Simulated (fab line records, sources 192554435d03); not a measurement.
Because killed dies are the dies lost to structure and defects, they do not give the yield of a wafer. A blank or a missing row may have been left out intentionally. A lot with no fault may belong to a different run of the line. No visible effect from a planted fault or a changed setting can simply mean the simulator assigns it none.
What tool caused it? ; flow n5_finfet ; 36 wafers from 12 lots sampled at 5 of the route's 1938 steps

== WHAT EACH GAUGE READ, for each wafer ==
N5_FIN_SAQP_CD_MEAS_27: target cd 20 nm.
lot;measured;on;cd_nm (nm)
L075;day 2 06:18;cd_sem-01;20.33 20.20 20.48
L077;day 2 18:31;cd_sem-01;20.22 20.54 21.09
L079;day 3 07:16;cd_sem-01;20.43 20.12 20.73
L081;day 3 19:07;cd_sem-03;20.43 20.25 20.42
L083;day 4 06:02;cd_sem-03;20.00 20.20 20.20
L085;day 4 19:47;cd_sem-01;20.42 20.58 20.76
L087;day 5 07:34;cd_sem-02;20.33 20.18 20.49
L089;day 5 18:22;cd_sem-03;20.70 20.72 20.10
L091;day 6 06:21;cd_sem-02;20.38 20.28 20.67
L093;day 6 21:39;cd_sem-01;20.31 20.10 20.10
L095;day 7 08:41;cd_sem-03;20.20 20.61 20.10
L097;day 7 18:26;cd_sem-03;20.26 20.47 20.35

== WHAT TOOL EACH LOT RAN ON (gives the tool, then ch and the chambers of the sampled wafers, and finally the start) ==
lot;N5_PMOS_HMC_CHANNEL_EPI_ETCH_38;N5_FIN_SAQP_HM_DEP_03;N5_FIN_SAQP_DESCUM_21;N5_FIN_SAQP_MANDREL1_REMOVE_56
L075;rie_si-04 ch 0,1,3, day 2 00:28;pecvd-02 ch 0, day 2 03:25;rie_diel-01 ch 0,1, day 2 04:17;rie_si-06 ch 1,2,3, day 2 06:11
L077;rie_si-04 ch 1,2, day 2 11:40;pecvd-03 ch 0,2, day 2 15:09;rie_diel-01 ch 0,1,2, day 2 16:16;rie_si-03 ch 0,3, day 2 18:24
L079;rie_si-04 ch 0,1,3, day 3 01:12;pecvd-02 ch 1,2, day 3 04:14;rie_diel-01 ch 0,2,3, day 3 05:07;rie_si-05 ch 1,2,3, day 3 07:08
L081;rie_si-01 ch 0,3, day 3 12:57;pecvd-03 ch 0,1,2, day 3 15:47;rie_diel-01 ch 0,1,3, day 3 16:32;rie_si-05 ch 0,1,2, day 3 18:59
L083;rie_si-01 ch 2,3, day 4 00:08;pecvd-01 ch 0,1,2, day 4 03:01;rie_diel-05 ch 0,2,3, day 4 03:45;rie_si-05 ch 2,3, day 4 05:55
L085;rie_si-01 ch 2,3, day 4 11:52;pecvd-02 ch 1,2, day 4 16:44;rie_diel-06 ch 0,1,2, day 4 17:40;rie_si-03 ch 0,1, day 4 19:41
L087;rie_si-01 ch 1,2,3, day 5 00:26;pecvd-01 ch 0,1,2, day 5 04:13;rie_diel-01 ch 0,1,3, day 5 05:07;rie_si-06 ch 0,2,3, day 5 07:27
L089;rie_si-02 ch 1,2,3, day 5 11:52;pecvd-02 ch 0,1,2, day 5 14:46;rie_diel-06 ch 0,2,3, day 5 16:13;rie_si-03 ch 0,3, day 5 18:15
L091;rie_si-01 ch 0,1, day 6 00:20;pecvd-02 ch 0,1,2, day 6 03:15;rie_diel-06 ch 1,3, day 6 04:08;rie_si-03 ch 2,3, day 6 06:14
L093;rie_si-02 ch 0,2, day 6 13:13;pecvd-02 ch 1,2, day 6 17:46;rie_diel-01 ch 0,2, day 6 19:20;rie_si-05 ch 2,3, day 6 21:32
L095;rie_si-04 ch 1,2, day 7 02:31;pecvd-03 ch 0,1, day 7 05:33;rie_diel-05 ch 0,1,2, day 7 06:35;rie_si-05 ch 0,2,3, day 7 08:34
L097;rie_si-02 ch 1,2,3, day 7 12:37;pecvd-02 ch 0,2, day 7 15:30;rie_diel-05 ch 0,1,3, day 7 16:25;rie_si-05 ch 0,2,3, day 7 18:19
- N5_PMOS_HMC_CHANNEL_EPI_ETCH_38: etches SiO2 in CF4, target depth 1.5 nm.
- N5_FIN_SAQP_HM_DEP_03: deposits SiNx from SiH4/NH3/N2, target thk 38 nm, time 33.6 s.
- N5_FIN_SAQP_DESCUM_21: chemistry O2, time 7.9 s.
- N5_FIN_SAQP_MANDREL1_REMOVE_56: chemistry HBr/Cl2/O2, target a-Si, stops on SiNx, bt time 10 s.

== THE ANSWER, worked out from the rows above alone ==
Rule: the usual values come from the lots themselves. The widest of any qualifying gaps counts: lots, ordered by their means at a reading, are off when they make up no more than a third of the lots, leave a main group of 4 or more, and stand apart from it by 3 or more times the standard deviation of that group's means. A main group is skipped when, at the precision printed for the reading in the tables above, its means are all equal. Also off: a lot with no number at a reading for which 4 or more lots have one. All remaining lots with rows at the step are treated as sound.
No lot is off on any of the readings shown, so nothing can be concluded from this.

== WHAT HAD BEEN PUT IN BY THE SIMULATOR ==
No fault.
